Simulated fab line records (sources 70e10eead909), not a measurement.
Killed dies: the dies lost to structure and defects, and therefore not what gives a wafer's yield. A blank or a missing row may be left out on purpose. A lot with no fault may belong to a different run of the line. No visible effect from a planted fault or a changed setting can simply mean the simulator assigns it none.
Matching of chambers | flow nand-harc | 4 sister chambers for NHARC_A_CHANNEL_HOLE_D1_ETCH_38 on rie-diel-08
The step etches the open film in CF4, target depth 39 nm, time 65 s. 14 wafers are shown with their chamber, then 7 later ones without.

== WAFERS PAIRED WITH THEIR CHAMBERS ==
wafer  | chamber | showerhead-plenum-p-Torr (Torr) | oes-product-au (a.u.) | rf-vpp-V (V)
L080.1 | 0       | 1.66                            | 1.012                 | 150.3
L080.4 | 3       | 1.67                            | 0.991                 | 149.5
L080.5 | 2       | 1.73                            | 1.005                 | 151.5
L083.1 | 1       | 1.79                            | 1.021                 | 150.7
L083.3 | 2       | 1.73                            | 1.024                 | 150.0
L083.5 | 1       | 1.79                            | 1.016                 | 151.4
L086.1 | 1       | 1.79                            | 1.013                 | 151.4
L086.3 | 2       | 1.72                            | 1.014                 | 150.6
L086.4 | 3       | 1.67                            | 1.007                 | 151.0
L088.1 | 3       | 1.67                            | 1.001                 | 150.5
L088.3 | 0       | 1.65                            | 1.022                 | 150.0
L088.5 | 3       | 1.67                            | 0.998                 | 150.4
L092.4 | 0       | 1.65                            | 1.005                 | 148.7
L092.5 | 3       | 1.66                            | 1.004                 | 149.9

SIGNATURES, as means of the wafers listed above
reading                  | chamber 0 | chamber 1 | chamber 2 | chamber 3 | scatter within a chamber
showerhead-plenum-p-Torr | 1.6533    | 1.7900    | 1.7267    | 1.6680    | 0.00462
oes-product-au           | 1.01300   | 1.01667   | 1.01433   | 1.00020   | 0.00714
rf-vpp-V                 | 149.667   | 151.167   | 150.700   | 150.260   | 0.652
Rule: for a wafer and a chamber, the distance is found by dividing, reading by reading, the gap between the wafer's reading and the chamber's mean by the reading's scatter, squaring, summing and taking the root. If the next closest chamber is less than 2 further off than the closest, the wafer can't be placed; otherwise it belongs to the closest. The scatter: the root of (the sum of the squares of (reading less its chamber's mean) over the shown wafers, divided by (wafers less chambers)).

== WAFERS WHOSE CHAMBER IS MISSING ==
wafer  | showerhead-plenum-p-Torr (Torr) | oes-product-au (a.u.) | rf-vpp-V (V)
L092.6 | 1.72                            | 1.011                 | 151.2
L095.1 | 1.72                            | 1.006                 | 151.4
L095.2 | 1.78                            | 1.000                 | 150.4
L095.3 | 1.66                            | 0.996                 | 149.1
L095.4 | 1.65                            | 0.983                 | 148.9
L095.5 | 1.72                            | 1.012                 | 151.1
L095.6 | 1.66                            | 1.002                 | 149.2

== EACH ONE'S CHAMBER ==
wafer  | from the rows above     | in truth
L092.6 | 2                       | 2
L095.1 | 2                       | 2
L095.2 | 1                       | 1
L095.3 | can't be placed: 3 or 0 | 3
L095.4 | can't be placed: 0 or 3 | 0
L095.5 | 2                       | 2
L095.6 | can't be placed: 0 or 3 | 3
Correct placement for 4 of the 7. Can't be placed from these rows: 3 (the true chamber is among the candidates in 3). 0 placed wrongly.
